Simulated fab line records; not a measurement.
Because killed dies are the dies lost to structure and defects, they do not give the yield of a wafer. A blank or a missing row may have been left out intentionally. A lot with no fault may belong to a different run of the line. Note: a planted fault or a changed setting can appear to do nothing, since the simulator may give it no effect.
fab line records    flow nand_harc
[record] lots = 6  wafers = 18  last_day = 32
route steps=1302 shown A_STAIRCASE@760
lots that met no fault: taken from a fault-free run of the same line
start_h: hours from the record's opening day to when the first of the lot's shown wafers began    wait_h: hours from the lot's prior step to this one    " unchanged from the row above    L1.1+2: a single row standing in for several wafers    - no value present, or no start provided    * or withheld: withheld    < > ~ a bound
route shown NAME@n: a module of which the file shows steps, and the number in the route of the first    usual: mean/standard deviation taken from wafers without a fault    same: alike in all rows    chamber/n: place in a boat    sites: per-site readings    _std_site: standard deviation of those values    _edge_site: mean of outer sites minus mean of inner sites    radius_mm: how far each site lies from the wafer's centre    mask NAME#n: copy n    behind: the tool/chamber that last shaped the wafer    hold: what put the lot on hold/how long, in hours/how the hold closed    device: transistor that didn't switch, given as n, p or np    end of line: tests run on the same wafers once the route is complete    where a step has no rows: the recipe by itself    killed: not the wafer's yield, but the dies lost to structure and defects at the first sort    map: dies across one wafer; x = killed, . = not, _ = none there
set.NAME: the setting as run; set.NAME@STEP: as run at that earlier step    model.NAME: the simulator's own value behind a step, which no gauge read
lots at selected steps of the route; one table per step, one row per wafer
services: a tool's chamber out of use, with start hour (start_h, from the record's first day; less than 0 if before it), hours out, and reason
[[steps]]
[step NHARC_A_STAIRCASE_EBR_246]
[step NHARC_A_STAIRCASE_EXPOSE_247]
[recipe] na = 0.5  dose_mj = 25.34  mask_id = SDS_1
[step NHARC_A_STAIRCASE_PEB_248]
[recipe] peb_temp_c = 115  peb_time_s = 130
[step NHARC_A_STAIRCASE_DEVELOP_249]
[recipe] time_s = 140
[step NHARC_A_STAIRCASE_HARDBAKE_251]
[recipe] temp_c = 120  time_s = 140
[step NHARC_A_STAIRCASE_DESCUM_252]
[recipe] time_s = 3  o2_flow_sccm = 200  ar_flow_sccm = 0  bias_power_w = 0  chemistry = O2
[usual] drypump_motor_current_A = 5.7/0.47  mfc_ar_sccm = 0.003/0.0059  oes_product_au = 1.004/0.016  rf_vpp_V = 57.9/0.9  showerhead_plenum_p_Torr = 1.95/0.093  throttle_valve_pct = 11.310/0.0089
lot.wafer  tool         chamber  start_h  wait_h  drypump_motor_current_A  mfc_ar_sccm  oes_product_au  rf_hours_counter_h  rf_vpp_V  showerhead_plenum_p_Torr  throttle_valve_pct
L524.2     rie_diel-10  0        387.30   -       5.0                      0.000        1.006           45                  58.9      2.06                      11.306
L524.3     "            2        "        "       5.1                      0.015        1.020           42                  58.5      2.06                      11.309
L524.6     "            0        "        "       5.0                      0.000        1.002           -                   57.9      2.06                      11.308
L527.4     rie_diel-10  2        402.38   -       5.1                      0.015        1.022           47                  57.3      2.06                      11.304
L527.3     "            3        "        "       5.8                      0            0.994           52                  57.8      1.93                      11.319
L527.5     "            3        "        "       5.8                      0            0.996           -                   57.0      1.93                      11.311
L532.1     rie_diel-10  2        460.68   -       5.1                      0.015        1.013           10                  59.0      2.06                      11.344
L532.2     "            0        "        "       5.0                      0.000        0.986           11                  57.9      2.06                      11.310
L532.5     "            2        "        "       5.1                      0.015        1.007           -                   58.4      2.06                      11.316
L533.3     rie_diel-06  2        470.76   -       6.4                      0            0.991           57                  58.5      2.06                      11.318
L533.2     "            3        "        "       6.2                      0.008        1.001           58                  57.7      1.85                      11.302
L533.6     "            2        "        "       6.4                      0            0.989           -                   59.7      2.06                      11.312
L537.3     rie_diel-08  0        522.10   -       6.0                      0            1.031           54                  58.8      2.06                      11.335
L537.4     "            1        "        "       5.5                      0            1.000           52                  57.2      1.92                      11.306
L537.1     "            3        "        "       5.1                      0.000        0.989           56                  57.4      1.95                      11.291
L544.4     rie_diel-10  3        567.24   -       5.7                      0            0.984           37                  56.4      1.92                      11.300
L544.3     "            2        "        "       5.1                      0.015        1.008           39                  59.8      2.05                      11.307
L544.5     "            3        "        "       5.7                      0            0.982           -                   56.8      1.92                      11.304
[step NHARC_A_STAIRCASE_ETCH_253]
[recipe] target_depth_a = 500  time_s = 20.2  ion_energy_ev = 400  c4f8_flow_sccm = 20  o2_flow_sccm = 10  ar_flow_sccm = withheld  rf_w = 600  bias_w = 1000  chemistry = C4F8/O2
[usual] oes_product_au = 0.961/0.019  rf_vpp_V = 898/5.8
lot.wafer  tool         chamber  start_h  wait_h  oes_product_au  rf_hours_counter_h  rf_vpp_V
L524.3     rie_diel-10  1        387.39   0.1     0.965           48                  903
L524.2     "            2        "        "       0.998           42                  906
L524.6     "            1        "        "       0.957           -                   904
L527.4     rie_diel-10  1        402.47   0.1     0.923           51                  904
L527.3     "            2        "        "       0.947           47                  905
L527.5     "            3        "        "       0.921           -                   897
L532.1     rie_diel-10  1        460.76   0.1     0.957           10                  904
L532.2     "            0        "        "       0.948           11                  903
L532.5     "            2        "        "       0.946           -                   906
L533.2     rie_diel-06  2        470.85   0.1     0.955           57                  904
L533.3     "            3        "        "       0.954           58                  894
L533.6     "            0        "        "       0.972           -                   892
L537.1     rie_diel-08  0        522.19   0.1     0.976           54                  906
L537.4     "            1        "        "       0.968           52                  895
L537.3     "            2        "        "       0.986           54                  895
L544.4     rie_diel-10  3        567.34   0.1     0.928           37                  898
L544.3     "            0        "        "       0.961           36                  905
L544.5     "            2        "        "       0.977           -                   903
[step NHARC_A_STAIRCASE_STRIP_254]
[recipe] power_w = 1500  temp_c = 250  chemistry = O2
[usual] drypump_motor_current_A = 5.13/0.25  heater_power_w = 345/35
lot.wafer  tool             chamber  start_h  wait_h  drypump_motor_current_A  heater_power_w  rf_hours_counter_h
L524.2     plasma_asher-02  1        387.52   -       4.86                     345             31
L524.3     "                0        "        "       5.20                     320             -
L524.6     "                1        "        "       4.87                     348             -
L527.3     plasma_asher-01  1        402.65   -       5.58                     406             -
L527.4     "                0        "        "       5.03                     328             -
L527.5     "                1        "        "       5.55                     411             -
L532.2     plasma_asher-02  0        460.85   -       5.20                     319             5
L532.1     "                1        "        "       4.86                     346             5
L532.5     "                1        "        "       4.87                     351             -
L533.2     plasma_asher-02  0        470.98   -       5.20                     319             6
L533.3     "                1        "        "       4.83                     347             -
L533.6     "                0        "        "       5.21                     323             -
L537.1     plasma_asher-02  0        522.28   -       5.21                     318             17
L537.3     "                0        "        "       5.22                     320             -
L537.4     "                1        "        "       4.89                     345             -
L544.4     plasma_asher-01  1        567.51   -       5.58                     417             -
L544.3     "                0        "        "       5.00                     326             -
L544.5     "                1        "        "       5.60                     401             -
[step NHARC_A_STAIRCASE_STRIP_255]
[recipe] time_s = 900  temp_c = 130  chemistry = SPM
[step NHARC_A_STAIRCASE_PRECLEAN_256]
[recipe] time_s = *  temp_c = 50  bath_age_min = 0  chemistry = SC1
[step NHARC_A_STAIRCASE_SRD_257]
[step NHARC_A_STAIRCASE_HM_DEP_456]
[recipe] target_thk_a = 31000  temp_c = 400  material = aC
[usual] throttle_valve_pct = 35.001/0.0096
lot.wafer  tool        chamber  start_h  wait_h  throttle_valve_pct
L524.2     acl_dep-03  0        389.16   -       34.997
L524.3     "           0        "        "       34.992
L524.6     "           0        "        "       35.005
L527.3     acl_dep-01  0        406.53   -       35.015
L527.4     "           0        "        "       34.988
L527.5     "           0        "        "       34.997
L532.1     acl_dep-02  0        461.67   -       34.995
L532.2     "           0        "        "       34.990
L532.5     "           0        "        "       35.002
L533.2     acl_dep-03  0        472.05   -       34.986
L533.3     "           0        "        "       34.995
L533.6     "           0        "        "       35.021
L533.2     acl_dep-03  0        474.44   2.1     35.001
L533.3     "           0        "        "       35.004
L533.6     "           0        "        "       34.996
L537.1     acl_dep-02  0        523.28   -       35.010
L537.3     "           0        "        "       35.009
L537.4     "           0        "        "       34.986
L537.1     acl_dep-02  0        525.65   2.1     34.986
L537.3     "           0        "        "       34.998
L537.4     "           0        "        "       35.014
L544.3     acl_dep-03  0        573.77   -       35.000
L544.4     "           0        "        "       34.983
L544.5     "           0        "        "       35.015
[step NHARC_A_STAIRCASE_DEP_259]
[recipe] target_thk_a = 300  target_thk_nm = 30  temp_c = 400  pressure_torr = 3.5  flow_sccm = 200  rf_w = 350  material = SiON
[usual] heater_power_w = 780/83
lot.wafer  tool      chamber  start_h  wait_h  heater_power_w  since_wet_clean_h
L524.2     pecvd-02  1        390.73   1.3     729             150
L524.3     "         0        "        "       726             151
L524.6     "         1        "        "       733             -
L527.3     pecvd-02  2        407.80   1.0     838             168
L527.4     "         1        "        "       716             -
L527.5     "         2        "        "       843             -
L532.1     pecvd-02  2        463.53   1.6     847             42
L532.2     "         1        "        "       777             42
L532.5     "         1        "        "       770             -
L533.2     pecvd-04  2        476.68   1.9     820             14
L533.3     "         0        "        "       990             14
L533.6     "         1        "        "       653             -
L537.3     pecvd-03  1        527.61   1.0     671             148
L537.1     "         0        "        "       814             148
L537.4     "         2        "        "       890             -
L544.3     pecvd-02  1        575.08   1.0     731             154
L544.5     "         0        "        "       686             -
L544.4     "         1        "        "       722             -
[[services]]
tool             chamber  start_h  hours  kind
pecvd-03         -        366.27   13.0   pm
rie_diel-08      -        367.84   9.0    pm
acl_dep-01       -        372.13   13.0   pm
plasma_asher-01  -        380.76   10.4   repair
rie_diel-06      -        384.12   1.8    repair
pecvd-04         1        400.76   5.7    repair
pecvd-02         -        408.30   13.0   pm
rie_diel-10      -        420.00   9.0    pm
plasma_asher-02  -        426.13   9.0    pm
acl_dep-02       -        426.38   13.0   pm
pecvd-04         -        450.04   13.0   pm
plasma_asher-01  -        461.79   0.8    repair
rie_diel-06      2        474.45   7.3    repair
plasma_asher-02  -        479.96   2.6    repair
acl_dep-03       -        480.08   13.0   pm
rie_diel-06      -        484.37   9.0    pm
rie_diel-10      -        491.56   33.9   repair
plasma_asher-01  -        519.08   9.0    pm
pecvd-03         0        521.68   3.0    repair
rie_diel-08      -        541.65   3.1    repair
rie_diel-08      -        544.84   9.0    pm
pecvd-03         -        547.45   13.0   pm
acl_dep-01       -        553.13   13.0   pm
rie_diel-06      3        558.29   5.9    repair
[[key]]
[first_sign] step = NHARC_A_STAIRCASE_HM_DEP_456  reading = visit  direction = added
effect none on later readings
met_at NHARC_A_STAIRCASE_HM_DEP_456
struck_wafers L533.2,L533.3,L533.6,L537.1,L537.3,L537.4
tester_left_out L533,L537
[fault] kind = repeated_step_whole  tool = acl_dep-01,acl_dep-02,acl_dep-03  chamber = -  onset_h = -  steps = NHARC_A_STAIRCASE_HM_DEP_456  times = 1  scope = struck_lots_only
// tester_left_out: of these lots the tester's yield and bins aren't shown, on N5 and GAA mostly nor the transistor test; their killed dies are dies lost to structure and defects alone, not to doping, threshold or leakage, so they don't give the yield
